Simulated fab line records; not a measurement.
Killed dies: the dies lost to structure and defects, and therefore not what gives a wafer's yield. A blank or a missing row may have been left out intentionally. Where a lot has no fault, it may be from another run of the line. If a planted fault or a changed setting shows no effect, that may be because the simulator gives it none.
3 desks, one fault | flow n5_finfet | numbers are kept per desk, each desk with only its own; the story behind them comes last

## THE DEFECT DESK
For each lot, the counts of the inspections along the route, averaged over the sampled wafers that have a number. Any lot whose mean is over 4 standard deviations away from the usual mean is out of limits and marked OUT; that distance is given in the brackets.
Columns: A = raw_defect_count at N5_BEOL_M11_INSPECT_13, usual 398; B = raw_defect_count at N5_BEOL_M11_INSPECT_30, usual 404
lot  | first seen here | A   | B
L379 | day 12 03:33    | 361 | 366
L387 | day 13 21:13    | 419 | 375
L393 | day 15 02:47    | 288 | 292
L392 | day 15 08:52    | 446 | 440
L389 | day 15 09:05    | 365 | 365
L397 | day 16 18:07    | 368 | 413
This desk's finding: nothing out of limits on any of the 6 lots.

## THE TOOL OWNER'S DESK: litho_track-01
The tool's own readings at N5_BEOL_M11_COAT_22 (resist thk 90 nm): means of the sampled wafers that have a number, for each lot that ran on this tool. Any lot whose mean is over 4 standard deviations away from the usual mean is out of limits and marked OUT; that distance is given in the brackets.
Columns: A = spin_speed_rpm at N5_BEOL_M11_COAT_22, usual 1500.1 rpm
lot  | first seen here | A
L379 | day 12 04:54    | 1498.7
L387 | day 13 22:07    | 1553.8 (+49) OUT
L389 | day 15 11:55    | 1553.0 (+48) OUT
This desk's verdict: out of limits on L387, L389, starting with L387 at day 13 22:07 (spin_speed_rpm at N5_BEOL_M11_COAT_22). In limits: L379.

## AT THE METROLOGY DESK
Means of the sampled wafers that have a number, per lot and without regard to the tool the lot ran on: this is what the gauges read. Any lot whose mean is over 4 standard deviations away from the usual mean is out of limits and marked OUT; that distance is given in the brackets.
Columns: A = M11_OVL at N5_BEOL_M11_OVL_MEAS_12, usual -0.2 nm; B = cd_nm at N5_BEOL_M11_CD_MEAS_18, usual 70.0 nm; C = cd_nm at N5_BEOL_M11_CD_MEAS_28, usual 70.6 nm; D = V10_OVL at N5_BEOL_M11_OVL_MEAS_29, usual 0.0 nm
lot  | first seen here | A    | B    | C    | D
L379 | day 12 03:31    | -0.3 | 69.2 | 70.1 | -0.5
L387 | day 13 21:11    | -0.9 | 69.8 | 70.3 | 0.4
L393 | day 15 02:46    | 0.4  | 70.0 | 71.0 | 0.4
L392 | day 15 08:50    | -0.4 | 70.0 | 70.5 | -0.3
L389 | day 15 09:04    | -0.2 | 69.7 | 71.0 | -0.7
L397 | day 16 18:05    | 0.0  | 70.6 | 70.1 | 0.4
This desk's finding: nothing out of limits on any of the 6 lots.

## ALL TOGETHER
The tool owner's desk could have raised an alarm at day 13 22:07, on L387, L389.
The defect desk saw nothing out of limits.
From the metrology desk's view, nothing was out of limits.
The defect desk has L387, L389 on record, within its limits.
The metrology desk holds a record of L387, L389, inside its limits.
On litho_track-01, each named lot ran N5_BEOL_M11_COAT_22.

## WHAT HAD BEEN PUT IN BY THE SIMULATOR
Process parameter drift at N5_BEOL_M11_COAT_22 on litho_track-01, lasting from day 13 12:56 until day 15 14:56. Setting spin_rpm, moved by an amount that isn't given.
Lots struck among those shown: L387, L389.
Delay in hours, fault start to first out-of-limits reading, by desk: the tool owner's desk at 9.
